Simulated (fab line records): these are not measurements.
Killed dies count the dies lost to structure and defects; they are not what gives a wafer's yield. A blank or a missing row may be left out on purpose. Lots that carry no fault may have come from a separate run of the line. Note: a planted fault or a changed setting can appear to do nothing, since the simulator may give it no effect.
Lot-split experiment    flow n5 finfet    21 wafers read across 7 lots, on a route 1938 steps long

THE SPLIT ITSELF
At N5_MOL_CONTACT_COAG_ALD_131 (deposits SiO2, target thk 5 nm, pulse time 1 s, co reactant pulse time 1 s), the setting ald cycles was moved away from the recipe's 35 on 5 of the 21 wafers read, by -11.4% to +14.3%. The other wafers ran this setting at the recipe's value.

The split's own step is where the reading is taken.

THE READING
SiO2_of_MOL_CONTACT_COAG_ALD_131.thk nm (the simulator's own value, which no gauge read), in nm, at N5_MOL_CONTACT_COAG_ALD_131 (deposits SiO2, target thk 5 nm, pulse time 1 s, co reactant pulse time 1 s). The file gives no usual value for it.

wafer   tool, chamber at the split  ald cycles as run  against the recipe  SiO2_of_MOL_CONTACT_COAG_ALD_131.thk nm, nm  against lot-mates on the recipe
L076.1  ald sin-03, 3,2             35                 recipe              5                                            -
L076.3  ald sin-03, 3,2             35                 recipe              5                                            -
L076.4  ald sin-03, 0               31                 -11.4%              4.4                                          -0.6
L075.1  ald sin-03, 2,1,0           40                 +14.3%              5.8                                          no lot-mate on the recipe
L075.3  ald sin-03, 2,1,0           40                 +14.3%              5.8                                          no lot-mate on the recipe
L075.5  ald sin-03, 2,1,0           40                 +14.3%              5.8                                          no lot-mate on the recipe
L077.2  ald sin-04, 1,0,0           35                 recipe              5                                            -
L077.3  ald sin-04, 1,0,0           35                 recipe              5                                            -
L077.6  ald sin-04, 1,0,0           35                 recipe              5                                            -
L079.4  ald sin-02, 1,1,2           35                 recipe              5                                            -
L079.5  ald sin-02, 1,1,2           35                 recipe              5                                            -
L079.6  ald sin-02, 1,1,2           35                 recipe              5                                            -
L080.1  ald sin-04, 1,2,0           35                 recipe              5                                            -
L080.3  ald sin-04, 1,2,0           35                 recipe              5                                            -
L080.4  ald sin-04, 1,2,0           35                 recipe              5                                            -
L082.4  ald sin-04, 2,1             35                 recipe              5                                            -
L082.6  ald sin-04, 2,1             35                 recipe              5                                            -
L082.5  ald sin-04, 2               31                 -11.4%              4.4                                          -0.6
L088.2  ald sin-03, 0,3,1           35                 recipe              5                                            -
L088.4  ald sin-03, 0,3,1           35                 recipe              5                                            -
L088.5  ald sin-03, 0,3,1           35                 recipe              5                                            -
Where a row lists several chambers, the file gives one row for several wafers and doesn't say which wafer went through which chamber.

THE FIT
A straight line over all 21 wafers: SiO2_of_MOL_CONTACT_COAG_ALD_131.thk nm changes by +0.0548 nm for each +1% of ald cycles; r = +1.00; the points scatter about the line by 0.0096 nm.
The same after taking each lot's own level away (the mean of its wafers on the recipe; 18 wafers): +0.0525 nm for each +1%; r = +1.00; scatter 0 nm.
The reading moves by 0.75 nm for the largest change in ald cycles, on that fit.
The lots' own levels span 5.00 to 5.00 nm.
Consequently the slope shifts little with the lot-to-lot level, the two slopes agreeing.
Check: with one of the wafers moved furthest among these (-11.4%) left out of the fit, the line predicts -0.6 nm for it against its lot-mates. Against them it came out at -0.6 nm.

THE OTHER SPLITS THESE WAFERS WENT THROUGH
Before the reading, these wafers also passed through other splits. Each is held against what the fit with the lots' levels taken away leaves over:
other split on the same wafers        wafers away from the commonest value  r with SiO2_of_MOL_CONTACT_COAG_ALD_131.thk nm (lot level and that fit taken away)
N5_STI_FIN_REVEAL_PRECLEAN_17 time s  7                                     +0.44
N5_SD_EPI_N_COAT_33 spin rpm          8                                     +0.38
N5_SD_EPI_N_PEB_07 peb time s         8                                     -0.25
N5_SDB_EXPOSE_08 dose mj              5                                     -0.16
N5_HKMG_FIN_ETCH_54 source w          6                                     +0.26
N5_HKMG_FIN_ETCH_58 source w          8                                     -0.57

THE FILE'S OWN FIT
SiO2_of_MOL_CONTACT_COAG_ALD_131.thk nm changes by +0.0525 nm for each +1% of ald cycles, r = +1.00.
